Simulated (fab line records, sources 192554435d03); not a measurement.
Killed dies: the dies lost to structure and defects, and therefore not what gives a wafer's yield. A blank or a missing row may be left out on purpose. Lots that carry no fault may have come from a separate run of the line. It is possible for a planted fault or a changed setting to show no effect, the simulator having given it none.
Split-lot study    flow n5 finfet    route with 1938 steps; 7 lots, 21 wafers read

## ON THE SPLIT
At N5_BEOL_M11_VIA_ETCH_34 (etches SiCOH lowk in C4F6/O2, target depth 184.5 nm, time 69.2 s), the setting time s was moved away from the recipe's 69.2 s on 3 of the 21 wafers read, by -11.0% to +19.8%. All remaining wafers had this setting at the recipe value.

The split's own step is where the reading is taken.

## THE READING
etch.depth nm (the simulator's own value, which no gauge read), in nm, at N5_BEOL_M11_VIA_ETCH_34 (etches SiCOH lowk in C4F6/O2, target depth 184.5 nm, time 69.2 s). There is no usual value for it anywhere in the file. Across the 18 wafers here that went through the recipe, the average is 183.9 nm and the standard deviation 5.9 nm.

wafer   tool, chamber at the split  time s as run, s  against the recipe  etch.depth nm, nm  against lot-mates on the recipe
L076.1  rie diel-01, 0              69.2              recipe              192.5              -
L076.5  rie diel-01, 3              69.2              recipe              178.4              -
L076.6  rie diel-01, 0              69.2              recipe              192.8              -
L078.1  rie diel-02, 3              74.94             +8.3%               191.5              +5.8
L078.2  rie diel-02, 2              69.2              recipe              187.2              -
L078.4  rie diel-02, 1              69.2              recipe              184.2              -
L080.1  rie diel-02, 0              69.2              recipe              178.3              -
L080.2  rie diel-02, 1              61.56             -11.0%              161.9              -17.0
L080.5  rie diel-02, 0              69.2              recipe              179.6              -
L084.2  rie diel-04, 0              69.2              recipe              176.2              -
L084.3  rie diel-04, 2              69.2              recipe              175.2              -
L084.6  rie diel-04, 1              69.2              recipe              184.2              -
L090.1  rie diel-04, 1              69.2              recipe              186.4              -
L090.3  rie diel-04, 3              69.2              recipe              190.8              -
L090.5  rie diel-04, 3              82.92             +19.8%              228                +39.4
L093.1  rie diel-01, 3              69.2              recipe              175                -
L093.3  rie diel-01, 0              69.2              recipe              190.4              -
L093.4  rie diel-01, 2              69.2              recipe              183.1              -
L095.1  rie diel-02, 0              69.2              recipe              179.7              -
L095.3  rie diel-02, 2              69.2              recipe              190.2              -
L095.6  rie diel-02, 1              69.2              recipe              186.5              -

THE FIT
A straight line over all 21 wafers: etch.depth nm changes by +2.03 nm for each +1% of time s; r = +0.87; the points scatter about the line by 6.2 nm.
The same after taking each lot's own level away (the mean of its wafers on the recipe; 21 wafers): +1.75 nm for each +1%; r = +0.89; scatter 5 nm.
That fit puts the effect of the largest move of time s on the reading at 35 nm.
Across the lots, their own levels run from 178.53 to 188.60 nm, a range of 1.7 times the standard deviation given above.
Hence the slope depends on the lot-to-lot level, as the two fits are not the same.
Check: +24.1 nm against its lot-mates is what the line predicts for one of the wafers moved furthest among these (+19.8%) when that wafer is left out of the fit. It came out at +39.4 nm against them.

## OTHER SPLITS APPLIED TO THESE WAFERS
These wafers also went through other splits before the reading. Each is held against what the fit with the lots' levels taken away leaves over:
other split on the same wafers    wafers away from the commonest value  r with etch.depth nm (lot level and that fit taken away)
N5_BEOL_M8_PECVD_70 time s        6                                     -0.06
N5_BEOL_M8_ETCH_65 source w       4                                     -0.08
N5_BEOL_M8_TRENCH_ETCH_37 time s  5                                     -0.43
N5_BEOL_M9_EXPOSE_25 dose mj      5                                     -0.08
N5_BEOL_M11_EXPOSE_25 dose mj     10                                    -0.45

## THE FILE'S OWN FIT
etch.depth nm changes by +1.74 nm for each +1% of time s, r = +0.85.
